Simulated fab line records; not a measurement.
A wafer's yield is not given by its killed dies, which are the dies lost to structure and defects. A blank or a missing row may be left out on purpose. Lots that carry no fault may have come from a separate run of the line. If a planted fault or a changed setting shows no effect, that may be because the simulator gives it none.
fab line records | flow nandHarc
record: lots: 5 | wafers: 15 | lastDay: 31
route steps=1302 shown P_STI@107 P_GATE@110
lots that met no fault: taken from a fault-free run of the same line
startH: start of the lot's first displayed wafer, in hours after the record's first day | waitH: hours since the lot's step before | " the same as in the row above | L1.1+2: a row that stands for several wafers | - no value, or no start was given | * or withheld: withheld | < > ~ a bound
route shown NAME@n: a module of which the file shows steps, and the number in the route of the first | usual: mean and standard deviation over wafers with no fault | same: alike in all rows | chamber/n: place in a boat | sites: readings site by site | _std_site: standard deviation across them | _edge_site: the outer-site mean with the inner-site mean subtracted | radiusMm: for every site, how far away it sits from the centre of the wafer | mask NAME#n: copy n | behind: the last tool/chamber to shape the wafer | hold: the reason the lot was held/the length of the hold in hours/how it ended | device: which transistor (n, p or np) failed to switch | end of line: the tests these same wafers got at the end of their route | a step given without rows: its recipe and nothing more | killed: the dies lost at the first sort to structure and to defects; this is not the yield of the wafer | map: the dies of a wafer, with x for killed, . for not killed, _ for no die there
set.NAME: the run value of the setting; set.NAME@STEP: its run value at that earlier step | model.NAME: the simulator's own value behind a step, which no gauge read
lots at selected steps of the route; one table per step, one row per wafer
services: from which hour (startH, from the record's first day; less than 0 if before it) a tool's chamber was out of use, for how many hours, and why
== steps ==
step: NHARC_P_STI_SRD_39
step: NHARC_P_STI_OXIDE_40
recipe: targetThkA: 100 | tempC: 900 | oxTimeS: 1362 | material: SiO2
step: NHARC_P_STI_INSPECT_25
usual: rawDefectCount: 223/83
lot.wafer | tool             | chamber | startH | waitH | rawDefectCount
L135.3    | defectInspect-01 | -       | 86.08  | 0.4   | 136
L135.5    | "                | -       | "      | "     | 203
L135.6    | "                | -       | "      | "     | 177
L137.2    | defectInspect-01 | -       | 100.89 | 0.4   | 165
L137.5    | "                | -       | "      | "     | 257
L137.6    | "                | -       | "      | "     | 127
L146.2    | defectInspect-01 | -       | 190.96 | 0.4   | 423
L146.3    | "                | -       | "      | "     | 231
L146.4    | "                | -       | "      | "     | 218
L147.3    | defectInspect-01 | -       | 201.44 | 0.4   | 187
L147.4    | "                | -       | "      | "     | 163
L147.6    | "                | -       | "      | "     | 219
L150.1    | defectInspect-02 | -       | 232.67 | 0.4   | 284
L150.4    | "                | -       | "      | "     | 179
L150.6    | "                | -       | "      | "     | 176
step: NHARC_P_GATE_ETCH_69
recipe: targetDepthA: 140 | chemistry: dHF | material: SiO2
step: NHARC_P_GATE_PRECLEAN_70
recipe: timeS: * | tempC: 50 | bathAgeMin: 0 | chemistry: SC1
step: NHARC_P_GATE_SRD_01
step: NHARC_P_GATE_OXIDE_02
recipe: targetThkA: 375 | tempC: 950 | pH2oTorr: 720 | oxTimeS: 365 | material: SiO2
step: NHARC_P_GATE_DEHYDRATE_03
recipe: tempC: 150 | timeS: 120
step: NHARC_P_GATE_HMDS_04
recipe: timeS: 30
step: NHARC_P_GATE_COAT_05
recipe: spinRpm: 4690
step: NHARC_P_GATE_SOFTBAKE_06
recipe: tempC: 122 | timeS: 95
step: NHARC_P_GATE_EBR_07
step: NHARC_P_GATE_EXPOSE_08
recipe: na: 0.6 | doseMj: 16.75 | maskId: P_HV
usual: exposureDoseMJCm2: 16.753/0.015 | focusOffsetNm: 0.0/0.58
lot.wafer | tool          | chamber | startH | waitH | mask    | exposureDoseMJCm2 | focusOffsetNm
L135.3    | krfScanner-03 | 0       | 94.58  | -     | P_HV#0  | 16.763            | -0.4
L135.5    | "             | 0       | "      | "     | P_HV#0  | 16.765            | -1.0
L135.6    | "             | 0       | "      | "     | P_HV#0  | 16.754            | -0.6
L137.2    | krfScanner-03 | 0       | 108.97 | -     | P_NSD#0 | 16.758            | 0.4
L137.5    | "             | 0       | "      | "     | P_NSD#0 | 16.727            | 0.1
L137.6    | "             | 0       | "      | "     | P_NSD#0 | 16.746            | -0.1
L146.2    | krfScanner-03 | 0       | 199.56 | -     | P_HV#0  | 16.727            | 0.8
L146.3    | "             | 0       | "      | "     | P_HV#0  | 16.763            | 0.5
L146.4    | "             | 0       | "      | "     | P_HV#0  | 16.733            | 0.2
L147.3    | krfScanner-01 | 0       | 210.05 | -     | P_HV#0  | 16.754            | -0.3
L147.4    | "             | 0       | "      | "     | P_HV#0  | 16.747            | 0.1
L147.6    | "             | 0       | "      | "     | P_HV#0  | 16.763            | -0.6
L150.1    | krfScanner-04 | 0       | 243.98 | -     | P_HV#0  | 16.735            | 0.4
L150.4    | "             | 0       | "      | "     | P_HV#0  | 16.764            | -0.3
L150.6    | "             | 0       | "      | "     | P_HV#0  | 16.737            | -0.6
step: NHARC_P_GATE_PEB_09
recipe: pebTempC: 118 | pebTimeS: 85
step: NHARC_P_GATE_DEVELOP_10
recipe: timeS: 70
step: NHARC_P_GATE_CD_MEAS_11
recipe: targetCdNm: 1640 | landingEnergyEv: 500
usual: cdNm: 1640.3/1.4
lot.wafer | tool     | chamber | startH | waitH | cdNm
L135.3    | cdSem-02 | 0       | 94.73  | -     | 1639.7
L135.5    | "        | 0       | "      | "     | 1639.8
L135.6    | "        | 0       | "      | "     | 1641.4
L137.2    | cdSem-02 | 0       | 109.12 | -     | -
L137.5    | "        | 0       | "      | "     | -
L137.6    | "        | 0       | "      | "     | -
L146.2    | cdSem-02 | 0       | 199.71 | -     | 1638.2
L146.3    | "        | 0       | "      | "     | 1639.7
L146.4    | "        | 0       | "      | "     | 1639.5
L147.3    | cdSem-01 | 0       | 210.21 | -     | 1640.4
L147.4    | "        | 0       | "      | "     | 1639.9
L147.6    | "        | 0       | "      | "     | 1640.8
L150.1    | cdSem-01 | 0       | 244.13 | -     | 1640.7
L150.4    | "        | 0       | "      | "     | 1641.7
L150.6    | "        | 0       | "      | "     | 1641.5
step: NHARC_P_GATE_HARDBAKE_12
recipe: tempC: 125 | timeS: 80
== services ==
tool          | chamber | startH | hours | kind
krfScanner-03 | -       | 80.33  | 2.3   | repair
krfScanner-01 | -       | 140.00 | 4.0   | pm
krfScanner-01 | -       | 178.31 | 1.1   | repair
krfScanner-04 | -       | 182.00 | 4.0   | pm
krfScanner-03 | -       | 194.59 | 0.2   | repair
krfScanner-03 | -       | 224.00 | 4.0   | pm
== key ==
firstSign: step: NHARC_P_GATE_EXPOSE_08 | reading: mask | direction: changed
effect: step: NHARC_P_GATE_CD_MEAS_11 | reading: cdNm | direction: missing
metAt NHARC_P_GATE_EXPOSE_08
struckWafers L137.2,L137.5,L137.6
laterRowsLeftOut L137.2,L137.5,L137.6
sortLeftOut L137.2,L137.5,L137.6
testerLeftOut L137
onsetBetween 94.58 108.97
fault: kind: wrongMask | tool: any | chamber: - | onsetH: 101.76 | steps: NHARC_P_GATE_EXPOSE_08 | auxCopy: P_NSD#0 | scope: struckLotsOnly
testerLeftOut: of these lots the tester's yield and bins aren't shown, on N5 and GAA mostly nor the transistor test; their killed dies are dies lost to structure and defects alone, not to doping, threshold or leakage, so they don't give the yield
sortLeftOut: the simulated sort isn't trusted on such a fault, so these wafers' sort isn't shown, and their yield isn't known
laterRowsLeftOut: the simulator's readings of these wafers behind a module that went badly wrong aren't trusted and aren't shown, but for the sort
